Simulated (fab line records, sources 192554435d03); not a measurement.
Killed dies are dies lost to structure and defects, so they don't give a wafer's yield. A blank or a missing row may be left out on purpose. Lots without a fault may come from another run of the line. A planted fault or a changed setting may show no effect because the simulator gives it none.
Chamber matching | flow n5_finfet | N5_BEOL_M3_ETCH_74 on rie_diel-03: 4 sister chambers
The step etches underlayer in N2/H2, target depth 6.5 nm, time 5.2 s. 4 wafers are shown with their chamber, then 12 later ones without.

WAFERS WITH THEIR CHAMBER
wafer  | chamber | drypump_motor_current_A (A)
L084.6 | 1       | 6.1
L087.1 | 2       | 5.8
L087.2 | 3       | 6.6
L087.3 | 0       | 4.9

WAFERS WITHOUT THEIR CHAMBER
wafer  | drypump_motor_current_A (A)
L090.3 | 5.8
L090.4 | 4.9
L090.6 | 6.0
L092.4 | 5.8
L092.5 | 4.9
L092.6 | 6.6
L096.1 | 6.6
L096.3 | 4.9
L096.5 | 4.9
L097.1 | 6.7
L097.2 | 5.8
L097.3 | 6.1

WHICH CHAMBER EACH WENT THROUGH
wafer  | from the rows above | in truth
L090.3 | 2                   | 2
L090.4 | 0                   | 0
L090.6 | 1                   | 1
L092.4 | 2                   | 2
L092.5 | 0                   | 0
L092.6 | 3                   | 3
L096.1 | 3                   | 3
L096.3 | 0                   | 0
L096.5 | 0                   | 0
L097.1 | 3                   | 3
L097.2 | 2                   | 2
L097.3 | 1                   | 1
Placed correctly: 12 of 12. Can't be placed from these rows: 0. Placed wrongly: 0.
How it was worked out, from the rows above alone: a wafer's distance from a chamber is the root of the sum, over the readings, of the square of ((its reading less the chamber's mean) divided by the reading's scatter). The wafer belongs to the nearest chamber; if the next one is less than 2 further off, it can't be placed. A chamber's mean is the mean of its shown wafers. The scatter: with one shown wafer a chamber, the root of the mean of the squares of how far each hidden wafer lies from its nearest shown one.
